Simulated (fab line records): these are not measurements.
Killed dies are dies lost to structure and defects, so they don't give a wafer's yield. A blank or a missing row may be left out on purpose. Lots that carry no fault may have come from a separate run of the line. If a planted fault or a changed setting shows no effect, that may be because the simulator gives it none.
Matching of chambers / flow n5-finfet / rie-diel-03 running N5_WELL_APT_DESCUM_13: 4 sister chambers
The step chemistry O2, time 7.9 s. 8 wafers are shown with their chamber, then 8 later ones without.

EACH WAFER AND ITS CHAMBER
wafer=L078.3; chamber=3; drypump-motor-current-A (A)=5.7; showerhead-plenum-p-Torr (Torr)=2.21
wafer=L084.1; chamber=1; drypump-motor-current-A (A)=6.8; showerhead-plenum-p-Torr (Torr)=2.07
wafer=L084.5; chamber=1; drypump-motor-current-A (A)=6.7; showerhead-plenum-p-Torr (Torr)=2.07
wafer=L084.6; chamber=0; drypump-motor-current-A (A)=5.5; showerhead-plenum-p-Torr (Torr)=1.99
wafer=L086.1; chamber=0; drypump-motor-current-A (A)=5.5; showerhead-plenum-p-Torr (Torr)=1.99
wafer=L086.3; chamber=2; drypump-motor-current-A (A)=5.9; showerhead-plenum-p-Torr (Torr)=2.07
wafer=L086.4; chamber=3; drypump-motor-current-A (A)=5.6; showerhead-plenum-p-Torr (Torr)=2.20
wafer=L088.1; chamber=2; drypump-motor-current-A (A)=5.9; showerhead-plenum-p-Torr (Torr)=2.06

WAFERS MISSING THEIR CHAMBER
wafer=L088.2; drypump-motor-current-A (A)=5.5; showerhead-plenum-p-Torr (Torr)=1.99
wafer=L088.6; drypump-motor-current-A (A)=6.0; showerhead-plenum-p-Torr (Torr)=2.06
wafer=L090.3; drypump-motor-current-A (A)=5.9; showerhead-plenum-p-Torr (Torr)=2.06
wafer=L090.4; drypump-motor-current-A (A)=5.6; showerhead-plenum-p-Torr (Torr)=2.20
wafer=L090.6; drypump-motor-current-A (A)=5.5; showerhead-plenum-p-Torr (Torr)=1.99
wafer=L097.2; drypump-motor-current-A (A)=6.7; showerhead-plenum-p-Torr (Torr)=2.07
wafer=L097.3; drypump-motor-current-A (A)=5.9; showerhead-plenum-p-Torr (Torr)=2.06
wafer=L097.6; drypump-motor-current-A (A)=6.8; showerhead-plenum-p-Torr (Torr)=2.07

THE CHAMBER EACH PASSED THROUGH
wafer=L088.2; from the rows above=0; in truth=0
wafer=L088.6; from the rows above=2; in truth=2
wafer=L090.3; from the rows above=2; in truth=2
wafer=L090.4; from the rows above=3; in truth=3
wafer=L090.6; from the rows above=0; in truth=0
wafer=L097.2; from the rows above=1; in truth=1
wafer=L097.3; from the rows above=2; in truth=2
wafer=L097.6; from the rows above=1; in truth=1
Correct placement for 8 of the 8. Number that these rows cannot place: 0. 0 placed wrongly.
How it was worked out, from the rows above alone: a wafer's distance from a chamber is the root of the sum, over the readings, of the square of ((its reading less the chamber's mean) divided by the reading's scatter). If the next closest chamber is less than 2 further off than the closest, the wafer can't be placed; otherwise it belongs to the closest. A chamber's mean is the mean of its shown wafers. The scatter: the root of (the sum of the squares of (reading less its chamber's mean) over the shown wafers, divided by (wafers less chambers)).
